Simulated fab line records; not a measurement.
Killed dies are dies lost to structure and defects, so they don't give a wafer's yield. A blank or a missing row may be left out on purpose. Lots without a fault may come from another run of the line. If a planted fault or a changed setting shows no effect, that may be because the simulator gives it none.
Chamber matching || flow n5_finfet || rie_diel-03 running N5_BEOL_M9_ETCH_76: 4 sister chambers
The step etches underlayer in N2/H2, target depth 6.5 nm, time 5.2 s. 20 wafers are shown with their chamber, then 10 later ones without.

WAFERS WITH THEIR CHAMBER
{"wafer": "L075.1", "chamber": 1, "drypump_motor_current_A (A)": 5.3, "showerhead_plenum_p_Torr (Torr)": 2.50, "oes_product_au (a.u.)": 0.64}
{"wafer": "L075.2", "chamber": 0, "drypump_motor_current_A (A)": 5.9, "showerhead_plenum_p_Torr (Torr)": 2.50, "oes_product_au (a.u.)": 0.78}
{"wafer": "L075.3", "chamber": 3, "drypump_motor_current_A (A)": 4.8, "showerhead_plenum_p_Torr (Torr)": 2.64, "oes_product_au (a.u.)": 0.62}
{"wafer": "L075.4", "chamber": 2, "drypump_motor_current_A (A)": 6.0, "showerhead_plenum_p_Torr (Torr)": 2.61, "oes_product_au (a.u.)": 0.80}
{"wafer": "L075.5", "chamber": 0, "drypump_motor_current_A (A)": 5.9, "showerhead_plenum_p_Torr (Torr)": 2.50, "oes_product_au (a.u.)": 0.79}
{"wafer": "L075.6", "chamber": 1, "drypump_motor_current_A (A)": 5.3, "showerhead_plenum_p_Torr (Torr)": 2.51, "oes_product_au (a.u.)": 0.63}
{"wafer": "L076.4", "chamber": 2, "drypump_motor_current_A (A)": 6.0, "showerhead_plenum_p_Torr (Torr)": 2.60, "oes_product_au (a.u.)": 0.80}
{"wafer": "L076.5", "chamber": 2, "drypump_motor_current_A (A)": 6.0, "showerhead_plenum_p_Torr (Torr)": 2.60, "oes_product_au (a.u.)": 0.79}
{"wafer": "L076.6", "chamber": 3, "drypump_motor_current_A (A)": 4.8, "showerhead_plenum_p_Torr (Torr)": 2.63, "oes_product_au (a.u.)": 0.62}
{"wafer": "L082.1", "chamber": 2, "drypump_motor_current_A (A)": 6.0, "showerhead_plenum_p_Torr (Torr)": 2.60, "oes_product_au (a.u.)": 0.77}
{"wafer": "L082.3", "chamber": 0, "drypump_motor_current_A (A)": 6.0, "showerhead_plenum_p_Torr (Torr)": 2.49, "oes_product_au (a.u.)": 0.77}
{"wafer": "L082.4", "chamber": 1, "drypump_motor_current_A (A)": 5.4, "showerhead_plenum_p_Torr (Torr)": 2.50, "oes_product_au (a.u.)": 0.63}
{"wafer": "L080.1", "chamber": 3, "drypump_motor_current_A (A)": 4.8, "showerhead_plenum_p_Torr (Torr)": 2.63, "oes_product_au (a.u.)": 0.61}
{"wafer": "L080.4", "chamber": 1, "drypump_motor_current_A (A)": 5.3, "showerhead_plenum_p_Torr (Torr)": 2.50, "oes_product_au (a.u.)": 0.62}
{"wafer": "L080.5", "chamber": 2, "drypump_motor_current_A (A)": 6.0, "showerhead_plenum_p_Torr (Torr)": 2.60, "oes_product_au (a.u.)": 0.78}
{"wafer": "L084.1", "chamber": 3, "drypump_motor_current_A (A)": 4.8, "showerhead_plenum_p_Torr (Torr)": 2.63, "oes_product_au (a.u.)": 0.61}
{"wafer": "L084.2", "chamber": 2, "drypump_motor_current_A (A)": 5.9, "showerhead_plenum_p_Torr (Torr)": 2.60, "oes_product_au (a.u.)": 0.78}
{"wafer": "L084.3", "chamber": 0, "drypump_motor_current_A (A)": 6.0, "showerhead_plenum_p_Torr (Torr)": 2.49, "oes_product_au (a.u.)": 0.78}
{"wafer": "L084.4", "chamber": 1, "drypump_motor_current_A (A)": 5.4, "showerhead_plenum_p_Torr (Torr)": 2.50, "oes_product_au (a.u.)": 0.63}
{"wafer": "L084.5", "chamber": 2, "drypump_motor_current_A (A)": 6.0, "showerhead_plenum_p_Torr (Torr)": 2.60, "oes_product_au (a.u.)": 0.77}

SIGNATURES, as means of the wafers listed above
{"reading": "drypump_motor_current_A", "chamber 0": 5.950, "chamber 1": 5.340, "chamber 2": 5.986, "chamber 3": 4.800, "scatter within a chamber": 0.0437}
{"reading": "showerhead_plenum_p_Torr", "chamber 0": 2.4950, "chamber 1": 2.5020, "chamber 2": 2.6014, "chamber 3": 2.6325, "scatter within a chamber": 0.00461}
{"reading": "oes_product_au", "chamber 0": 0.7800, "chamber 1": 0.6300, "chamber 2": 0.7843, "chamber 3": 0.6150, "scatter within a chamber": 0.00959}
Rule: for a wafer and a chamber, the distance is found by dividing, reading by reading, the gap between the wafer's reading and the chamber's mean by the reading's scatter, squaring, summing and taking the root. If the next closest chamber is less than 2 further off than the closest, the wafer can't be placed; otherwise it belongs to the closest. How the scatter is found: for the shown wafers, subtract from each reading the mean of its chamber, square and add these, divide the total by (wafers less chambers), then take the root.

WAFERS MISSING THEIR CHAMBER
{"wafer": "L084.6", "drypump_motor_current_A (A)": 5.4, "showerhead_plenum_p_Torr (Torr)": 2.50, "oes_product_au (a.u.)": 0.64}
{"wafer": "L085.2", "drypump_motor_current_A (A)": 4.8, "showerhead_plenum_p_Torr (Torr)": 2.63, "oes_product_au (a.u.)": 0.60}
{"wafer": "L085.4", "drypump_motor_current_A (A)": 5.9, "showerhead_plenum_p_Torr (Torr)": 2.49, "oes_product_au (a.u.)": 0.77}
{"wafer": "L085.6", "drypump_motor_current_A (A)": 4.9, "showerhead_plenum_p_Torr (Torr)": 2.63, "oes_product_au (a.u.)": 0.60}
{"wafer": "L093.2", "drypump_motor_current_A (A)": 5.3, "showerhead_plenum_p_Torr (Torr)": 2.49, "oes_product_au (a.u.)": 0.61}
{"wafer": "L093.5", "drypump_motor_current_A (A)": 6.0, "showerhead_plenum_p_Torr (Torr)": 2.59, "oes_product_au (a.u.)": 0.74}
{"wafer": "L093.6", "drypump_motor_current_A (A)": 4.8, "showerhead_plenum_p_Torr (Torr)": 2.62, "oes_product_au (a.u.)": 0.59}
{"wafer": "L096.3", "drypump_motor_current_A (A)": 6.0, "showerhead_plenum_p_Torr (Torr)": 2.59, "oes_product_au (a.u.)": 0.74}
{"wafer": "L096.5", "drypump_motor_current_A (A)": 4.9, "showerhead_plenum_p_Torr (Torr)": 2.62, "oes_product_au (a.u.)": 0.59}
{"wafer": "L096.6", "drypump_motor_current_A (A)": 5.9, "showerhead_plenum_p_Torr (Torr)": 2.48, "oes_product_au (a.u.)": 0.73}

EACH ONE'S CHAMBER
{"wafer": "L084.6", "from the rows above": 1, "in truth": 1}
{"wafer": "L085.2", "from the rows above": 3, "in truth": 3}
{"wafer": "L085.4", "from the rows above": 0, "in truth": 0}
{"wafer": "L085.6", "from the rows above": 3, "in truth": 3}
{"wafer": "L093.2", "from the rows above": 1, "in truth": 1}
{"wafer": "L093.5", "from the rows above": 2, "in truth": 2}
{"wafer": "L093.6", "from the rows above": 3, "in truth": 3}
{"wafer": "L096.3", "from the rows above": 2, "in truth": 2}
{"wafer": "L096.5", "from the rows above": 3, "in truth": 3}
{"wafer": "L096.6", "from the rows above": 0, "in truth": 0}
10 of 10 placed correctly. From these rows, 0 cannot be placed. 0 placed wrongly.
